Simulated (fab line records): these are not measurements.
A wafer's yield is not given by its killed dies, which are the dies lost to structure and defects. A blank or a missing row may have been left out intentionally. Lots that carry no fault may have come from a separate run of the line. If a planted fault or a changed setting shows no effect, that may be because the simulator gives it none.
Code-filled problem report in 8D (eight disciplines) form    flow nandHarc    the parts of the form that need people (team, actions taken, sign-off) are left out

## 1. WHAT WENT WRONG
At NHARC_A_STAIRCASE_ETCH_232, oesProductAu averages 1.256 a.u. over 3 wafers from 2 lots, while fault-free wafers read 0.948 a.u., standard deviation 0.015. That puts it +21 standard deviations away from the usual mean.
The step: etches the open film in C4F8/O2, target depth 100 nm, time 40.5 s.
First seen on wafer L808.2, day 21 19:04, on rieDiel-04. Wafers with a number at this step in the record: 42, from 14 lots. The rule behind "out" and "out of limits": a value lying over 4 standard deviations away from the usual mean. All remaining wafers that have a number are taken as sound.

## 2. WHAT IT IS, AND WHAT IT ISN'T
question                     is                      is not
which readings at this step  oesProductAu            chamberPressureMTorr, rfVppV
which lots                   L808, L809              L795, L796, L797, L799, L800, L801, L802, L805, L806, L816, L817, L818
which wafers of those lots   L808.2, L808.4, L809.4  L808.1, L809.3, L809.6
read on which tools          rieDiel-04              rieDiel-01, rieDiel-08
when                         from day 21 19:04       up to then (28 sound wafers); but 11 sound wafers of L809, L816, L817, L818 came after

## 3. THE SUSPECTS, EACH WITH WHAT RULES IT OUT
Counting: a tool at a process step up to the reading stays a suspect if it ran every lot that is out. Sound lots after the first of them don't rule it out here, since some wafers of a struck lot are sound.
- plasmaAsher-02 at NHARC_A_STAIRCASE_STRIP_205 (strips in O2): kept. Every lot that is out went through it, the first being L808 (day 21 16:01); the last sound lot it ran before that was L806 (day 20 21:57).
- rieDiel-04 at NHARC_A_STAIRCASE_ETCH_232 (etches the open film in C4F8/O2, target depth 100 nm, time 40.5 s): kept. Every lot that is out went through it, the first being L808 (day 21 19:04); the last sound lot it ran before that was L806 (day 21 00:49). Out on those wafers are its own readings of oesProductAu.
Remaining after the count are plasmaAsher-02 at NHARC_A_STAIRCASE_STRIP_205 and rieDiel-04 at NHARC_A_STAIRCASE_ETCH_232.

## 4. THE CAUSE (what the simulator had put in)
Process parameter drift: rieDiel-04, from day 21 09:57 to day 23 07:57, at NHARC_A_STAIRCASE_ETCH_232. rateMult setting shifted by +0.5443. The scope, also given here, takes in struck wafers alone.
Counting leaves 2 suspects; this tool is one of them.

## 5. SEQUENCE OF EFFECTS, ordered by route
Rows list readings where the struck wafers' mean (over those with a number) sits beyond 3 standard deviations from the usual. Only readings for which the record gives a usual standard deviation are gone through. hours: the time from each lot's start at the first step in this table that gives one to its start at this step, as a median over the lots. sigmas: the change in usual standard deviations.
hours  step                        reading       usual       on struck wafers  change  sigmas
0      NHARC_A_STAIRCASE_ETCH_232  oesProductAu  0.948 a.u.  1.256             +0.308  +21
The process steps in it:
- NHARC_A_STAIRCASE_ETCH_232: etches the open film in C4F8/O2, target depth 100 nm, time 40.5 s.

## 6. WHAT WOULD HAVE CAUGHT IT SOONER
In this record no reading fell out of limits until day 21 19:04, 9 hours after the fault had begun at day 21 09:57.
